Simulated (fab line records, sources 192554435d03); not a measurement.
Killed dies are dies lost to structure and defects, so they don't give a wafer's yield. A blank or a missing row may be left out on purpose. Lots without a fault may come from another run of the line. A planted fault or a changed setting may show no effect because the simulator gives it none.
fab line records | flow n5_finfet
record lots=11 wafers=33 last_day=19
route steps=1938 shown BEOL_M8@1380 BEOL_M9@1401 PASSIVATION@1936
lots that met no fault: from a run of the same line without faults
start_h: hours from the record's first day to the start of the lot's first wafer shown | wait_h: hours since the lot's step before | " the same as in the row above | L1.1+2: a row that stands for several wafers | - no value, or no start given | * or withheld: withheld | < > ~ a bound
route shown NAME@n: a module of which the file shows steps, and the number in the route of the first | usual: mean/standard deviation of fault-free wafers | same: alike in all rows | chamber/n: place in a boat | sites: the reading at each site | _std_site: their standard deviation | _edge_site: outer sites' mean less inner sites' | radius_mm: how far each site lies from the wafer's centre | mask NAME#n: copy n | behind: the tool/chamber that last shaped the wafer | hold: why the lot was held/for how many hours/how that ended | device: the transistor (n, p or np) that didn't switch | end of line: the same wafers' tests at the end of the route | a step without rows: its recipe alone | killed: dies lost to structure and defects at the first sort, not the wafer's yield | map: a wafer's dies, x killed, . not, _ none there
set.NAME: the setting as run; set.NAME@STEP: as run at that earlier step | model.NAME: the simulator's own value behind a step, which no gauge read
steps of the route over a sample of lots; a table a step, a row a wafer
services: from which hour (start_h, from the record's first day; less than 0 if before it) a tool's chamber was out of use, for how many hours, and why
## steps
# step N5_BEOL_M8_OCD_MEAS_38
# usual trench_depth_nm=93.8/2
# columns lot.wafer tool chamber start_h wait_h trench_depth_nm
L215.1 ocd-01 - 197.21 - 94.5
L215.3 " - " " 96.0
L215.5 " - " " 93.2
L217.3 ocd-01 - 206.29 - 94.3
L217.4 " - " " 93.5
L217.6 " - " " 94.0
L218.2 ocd-01 - 214.24 - 93.1
L218.4 " - " " 91.7
L218.5 " - " " 92.6
L220.1 ocd-01 - 220.94 - 89.6
L220.2 " - " " 92.4
L220.6 " - " " 88.6
L221.2 ocd-02 - 223.73 - 92.1
L221.3 " - " " 92.1
L221.4 " - " " 92.1
L223.2 ocd-01 - 226.69 - 94.0
L223.3 " - " " 96.9
L223.4 " - " " 93.0
L222.2 ocd-01 - 229.98 - 94.0
L222.3 " - " " 92.9
L222.5 " - " " 93.8
L236.2 ocd-01 - 324.18 - 96.9
L236.5 " - " " 91.8
L236.6 " - " " 92.5
L233.2 ocd-01 - 344.53 - 91.8
L233.4 " - " " 95.3
L233.6 " - " " 92.3
L237.1 ocd-02 - 360.29 - 97.7
L237.4 " - " " 93.3
L237.5 " - " " 92.5
L238.1 ocd-02 - 372.61 - 91.9
L238.3 " - " " 93.7
L238.6 " - " " 92.3
# step N5_BEOL_M8_DEGAS_44
# recipe ambient=vacuum temp_c=250 time_s=60
# usual heater_power_w=330/18
# columns lot.wafer tool chamber start_h wait_h heater_power_w
L215.1 pvd_sputter-03 - 197.75 0.3 356
L215.3 " - " " 329
L215.5 " - " " 330
L217.3 pvd_sputter-01 - 207.77 1.1 327
L217.4 " - " " 336
L217.6 " - " " 334
L218.2 pvd_sputter-01 - 214.76 0.2 328
L218.4 " - " " 297
L218.5 " - " " 340
L220.1 pvd_sputter-02 - 221.65 0.3 321
L220.2 " - " " 314
L220.6 " - " " 311
L221.2 pvd_sputter-03 - 224.25 0.2 327
L221.3 " - " " 348
L221.4 " - " " 355
L223.2 pvd_sputter-01 - 227.21 0.2 333
L223.3 " - " " 303
L223.4 " - " " 345
L222.2 pvd_sputter-01 - 230.50 0.2 305
L222.3 " - " " 348
L222.5 " - " " 310
L236.2 pvd_sputter-01 - 324.79 0.3 345
L236.5 " - " " 315
L236.6 " - " " 328
L233.2 pvd_sputter-01 - 345.06 0.2 343
L233.4 " - " " 327
L233.6 " - " " 338
L237.1 pvd_sputter-03 - 365.23 4.6 359
L237.4 " - " " 317
L237.5 " - " " 355
L238.1 pvd_sputter-01 - 374.03 1.2 322
L238.3 " - " " 349
L238.6 " - " " 330
# step N5_BEOL_M8_SURFACE_TREAT_79
# recipe gas=Ar time_s=* ion_energy_ev=* ion_current_ma_cm2=0.5 pressure_mtorr=* ar_flow_sccm=30
# usual throttle_valve_pct=*
# columns lot.wafer tool chamber start_h wait_h throttle_valve_pct
L215.1 pvd_sputter-03 - 198.17 0.2 *
L215.3 " - " " *
L215.5 " - " " *
L217.3 pvd_sputter-02 - 208.30 0.3 *
L217.4 " - " " *
L217.6 " - " " *
L218.2 pvd_sputter-01 - 215.14 0.2 *
L218.4 " - " " *
L218.5 " - " " *
L220.1 pvd_sputter-02 - 222.16 0.3 *
L220.2 " - " " *
L220.6 " - " " *
L221.2 pvd_sputter-02 - 224.64 0.2 *
L221.3 " - " " *
L221.4 " - " " *
L223.2 pvd_sputter-02 - 227.59 0.2 *
L223.3 " - " " *
L223.4 " - " " *
L222.2 pvd_sputter-03 - 230.88 0.2 *
L222.3 " - " " *
L222.5 " - " " *
L236.2 pvd_sputter-01 - 325.23 0.2 *
L236.5 " - " " *
L236.6 " - " " *
L233.2 pvd_sputter-01 - 345.46 0.2 *
L233.4 " - " " *
L233.6 " - " " *
L237.1 pvd_sputter-01 - 365.79 0.3 *
L237.4 " - " " *
L237.5 " - " " *
L238.1 pvd_sputter-02 - 374.41 0.2 *
L238.3 " - " " *
L238.6 " - " " *
# step N5_BEOL_M9_ILD_DEP_00
# recipe material=SiCOH_lowk target_thk_a=3085.1 temp_c=300 precursor=DEMS/porogen pressure_torr=5 rf_w=500 time_s=58
# usual heater_power_w=339/63 showerhead_plenum_p_Torr=5.738/0.016 throttle_valve_pct=14.3/0.53
# columns lot.wafer tool chamber start_h wait_h heater_power_w showerhead_plenum_p_Torr since_wet_clean_h throttle_valve_pct
L215.1 pecvd-03 2 200.16 0.0 328 5.742 513 14.2
L215.3 " 0 " " 318 5.763 1267 14.6
L215.5 " 2 " " 347 5.730 - 14.2
L217.3 pecvd-03 2 209.79 0.0 327 5.738 522 14.6
L217.4 " 1 " " 358 5.744 - 14.4
L217.6 " 2 " " 325 5.735 - 14.1
L218.2 pecvd-03 1 216.58 0.0 361 5.723 2008 14.5
L218.4 " 1 " " 360 5.734 - 14.4
L218.5 " 2 " " 341 5.722 - 14.2
L220.1 pecvd-03 2 223.33 0.0 351 5.747 536 14.1
L220.2 " 1 " " 350 5.725 2015 14.3
L220.6 " 0 " " 320 5.748 - 14.6
L221.2 pecvd-01 0 225.84 0.0 341 5.744 1111 15.4
L221.3 " 1 " " 287 5.740 1836 14.4
L221.4 " 1 " " 291 5.744 - 14.4
L223.2 pecvd-03 2 228.76 0.0 338 5.724 541 14.4
L223.3 " 0 " " 310 5.767 1295 14.4
L223.4 " 0 " " 306 5.737 - 14.4
L222.2 pecvd-03 2 232.08 0.0 319 5.742 544 14.2
L222.3 " 1 " " 294 5.751 2023 14.3
L222.5 " 2 " " 328 5.730 - 14.2
L236.2 pecvd-01 0 327.17 0.0 324 5.767 1212 15.6
L236.5 " 2 " " 535 5.698 - 13.2
L236.6 " 0 " " 331 5.770 - 15.7
L233.2 pecvd-01 1 346.73 0.0 296 5.754 1957 14.1
L233.4 " 1 " " 305 5.746 - 14.1
L233.6 " 0 " " 350 5.772 - 15.6
L237.1 pecvd-03 1 367.00 0.0 358 5.738 2158 14.6
L237.4 " 0 " " 322 5.752 - 14.8
L237.5 " 2 " " 289 5.741 - 14.6
L238.1 pecvd-03 2 375.63 0.0 320 5.734 688 14.3
L238.3 " 1 " " 323 5.734 2167 14.6
L238.6 " 1 " " 344 5.743 - 14.3
# step N5_BEOL_M9_THK_MEAS_01
# recipe reads=SiCOH_lowk_of_BEOL_M9_ILD_DEP_00
# usual M9_ILD_THK=267/3.7
# columns lot.wafer tool chamber start_h wait_h M9_ILD_THK[nm]
L215.1 film_metro-02 - 200.75 0.4 266
L215.3 " - " " 271
L215.5 " - " " 268
L217.3 film_metro-02 - 210.40 0.3 263
L217.4 " - " " 273
L217.6 " - " " 266
L218.2 film_metro-02 - 217.17 0.4 272
L218.4 " - " " 275
L218.5 " - " " 269
L220.1 film_metro-02 - 223.94 0.4 263
L220.2 " - " " 269
L220.6 " - " " 268
L221.2 film_metro-02 - 226.43 0.4 274
L221.3 " - " " 268
L221.4 " - " " 274
L223.2 film_metro-02 - 229.35 0.4 264
L223.3 " - " " 266
L223.4 " - " " 268
L222.2 film_metro-02 - 232.68 0.4 262
L222.3 " - " " 265
L222.5 " - " " 265
L236.2 film_metro-01 - 327.76 0.4 271
L236.5 " - " " 272
L236.6 " - " " 271
L233.2 film_metro-02 - 347.32 0.4 268
L233.4 " - " " 270
L233.6 " - " " 286
L237.1 film_metro-02 - 367.59 0.4 270
L237.4 " - " " 268
L237.5 " - " " 267
L238.1 film_metro-02 - 376.22 0.4 260
L238.3 " - " " 267
L238.6 " - " " 271
# step N5_PASSIVATION_PROBE_49
# usual defect_limited_yield=91.0/1.5 killed_at_M0_to_M3=32/9.6 killed_at_M4_up=13/4.7 killed_at_contacts=13/7.2 killed_at_front_end=44/13 killed_at_other=4/3.4 killed_dies=106/18 killed_open=70/13 killed_short=35/8 sort_bin_5_function=5.3/0.97 sort_bin_6_memory=3.4/0.73 sort_n_pass=1074/18 sort_yield_pct=91.0/1.5
# same gross_dies=1180 killed_at_back_side=0 sort_bin_4_leakage[%]=0 sort_bin_8_speed[%]=0
# columns lot.wafer tool chamber start_h wait_h defect_limited_yield[%] killed_at_M0_to_M3 killed_at_M4_up killed_at_contacts killed_at_front_end killed_at_other killed_dies killed_open killed_short sort_bin_5_function[%] sort_bin_6_memory[%] sort_n_pass sort_yield_pct[%]
L220.1 prober-02 - 272.64 0.0 91.5 27 14 13 44 2 100 64 35 5.1 3.1 1080 91.5
L220.2 prober-02 - 272.69 0.1 92.5 27 11 6 42 2 88 51 36 4.4 2.6 1092 92.5
L220.6 prober-02 - 272.89 0.3 90.1 29 17 13 56 2 117 82 33 5.9 3.6 1063 90.1
# killed by level:class
L220.1 STI_FIN_REVEAL:geometric_particle:open=9 MOL_CONTACT_COAG:geometric_particle:open=9 BEOL_M3:geometric_particle:open=8 BEOL_M0_SAQP:geometric_particle:open=7 FIN_SAQP:geometric_particle:short=6 BEOL_M2:geometric_particle:open=6 GATE_CUT:geometric_particle:short=6 STARTING-WAFER:geometric_particle:short=6
L220.2 STI_FIN_REVEAL:geometric_particle:open=10 FIN_SAQP:geometric_particle:short=8 BEOL_M0_SAQP:geometric_particle:short=8 FIN_SAQP:geometric_particle:open=7 BEOL_M0_SAQP:geometric_particle:open=6 BEOL_M2:geometric_particle:open=5 STARTING-WAFER:geometric_particle:short=5 BEOL_M4:geometric_particle:open=4
L220.6 STI_FIN_REVEAL:geometric_particle:open=28 BEOL_M0_SAQP:geometric_particle:open=10 MOL_CONTACT_COAG:geometric_particle:open=9 BEOL_M4:geometric_particle:open=9 BEOL_M0_SAQP:geometric_particle:short=8 FIN_SAQP:geometric_particle:open=6 FIN_SAQP:geometric_particle:short=5 GATE_CUT:geometric_particle:short=4
## services
# columns tool chamber start_h hours kind
pecvd-03 1 210.14 2.1 scheduled_down
pecvd-01 0 210.55 5.5 scheduled_down
pecvd-01 2 216.01 5.5 scheduled_down
pecvd-01 2 233.55 2.1 scheduled_down
pecvd-03 0 263.54 - calibration
pvd_sputter-01 - 273.00 6.9 repair
pvd_sputter-01 - 303.61 2.6 repair
pecvd-01 2 319.35 3.9 repair
pvd_sputter-01 - 340.71 0.5 repair
pecvd-01 0 353.90 7.0 repair
pvd_sputter-01 - 361.77 2.6 repair
## key
first_sign step=N5_BEOL_M9_THK_MEAS_01 reading=M9_ILD_THK direction=up sigmas=4.9 usual=267 struck=286
effect none on later readings
met_at N5_BEOL_M9_ILD_DEP_00
struck_lots L233
struck_wafers L233.6
not_acting_at N5_BEOL_M8_OCD_MEAS_38,N5_BEOL_M8_DEGAS_44,N5_BEOL_M8_SURFACE_TREAT_79
onset_between 327.17 346.73
fault kind=process_parameter_drift tool=pecvd-01 chamber=0 onset_h=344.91 steps=N5_BEOL_M9_ILD_DEP_00 channel=target_thk_a offset=* shape=step end_h=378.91 acts_in=* stated=*
